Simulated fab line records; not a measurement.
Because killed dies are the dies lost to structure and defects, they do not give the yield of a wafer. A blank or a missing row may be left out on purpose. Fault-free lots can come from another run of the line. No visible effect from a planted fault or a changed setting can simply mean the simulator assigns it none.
Which tool is to blame? | flow n5Finfet | at 1 step of a route of 1938, 14 lots with 42 wafers sampled

## WHAT THE GAUGES READ, wafer by wafer
N5_WELL_APT_INSPECT_27: inspects for defects (macro). Usual: rawDefectCount 2.2, standard deviation 1.4.
lot  | measured    | on               | rawDefectCount | flag
L278 | day 1 21:02 | defectInspect-02 | 0 2 3          | 
L279 | day 2 02:49 | defectInspect-02 | 4 1 4          | 
L285 | day 3 15:23 | defectInspect-02 | 1 3 4          | 
L286 | day 3 21:01 | defectInspect-01 | 3 1 3          | 
L287 | day 4 02:55 | defectInspect-02 | 3 3 5          | 
L291 | day 5 03:23 | defectInspect-01 | 0 3 1          | 
L292 | day 5 09:07 | defectInspect-02 | 4 4 1          | 
L294 | day 5 21:26 | defectInspect-02 | 3 2 5          | 
L295 | day 6 03:01 | defectInspect-02 | 1 3 4          | 
L296 | day 6 08:58 | defectInspect-02 | 1 0 2          | 
L297 | day 6 15:35 | defectInspect-02 | 1 4 3          | 
L298 | day 6 20:52 | defectInspect-02 | 6 2 0          | 
L299 | day 7 03:09 | defectInspect-01 | 2 3 2          | 
L300 | day 7 08:53 | defectInspect-01 | 3 1 3          | 

## TOOL THAT RAN EACH LOT (tool first, then ch and the chambers of the sampled wafers, then the start)
The record holds no process step before these readings.

## WHAT THE TOOLS THEMSELVES READ (means of the sampled wafers that have a number; where no wafer has one, the mark that the record gives instead)
The record holds no such reading with a usual standard deviation.

## THE ANSWER, worked out from the rows above alone
Rule: a lot is off if the mean of its wafers that have a number lies more than 3 standard deviations from the usual mean. A lot without any number at a reading at which 4 lots or more have one is off too. Any other lot the step has rows for is counted as sound. After the gauges, taken in route order, come the tools' own readings; for these a lot's mean is taken, as printed above. At the first step where some lot is off, the reading lying furthest off is the one used; lots without a number count as furthest.
None of the lots is off at any reading shown; this tells nothing.

## WHAT THE SIMULATOR HAD PUT IN
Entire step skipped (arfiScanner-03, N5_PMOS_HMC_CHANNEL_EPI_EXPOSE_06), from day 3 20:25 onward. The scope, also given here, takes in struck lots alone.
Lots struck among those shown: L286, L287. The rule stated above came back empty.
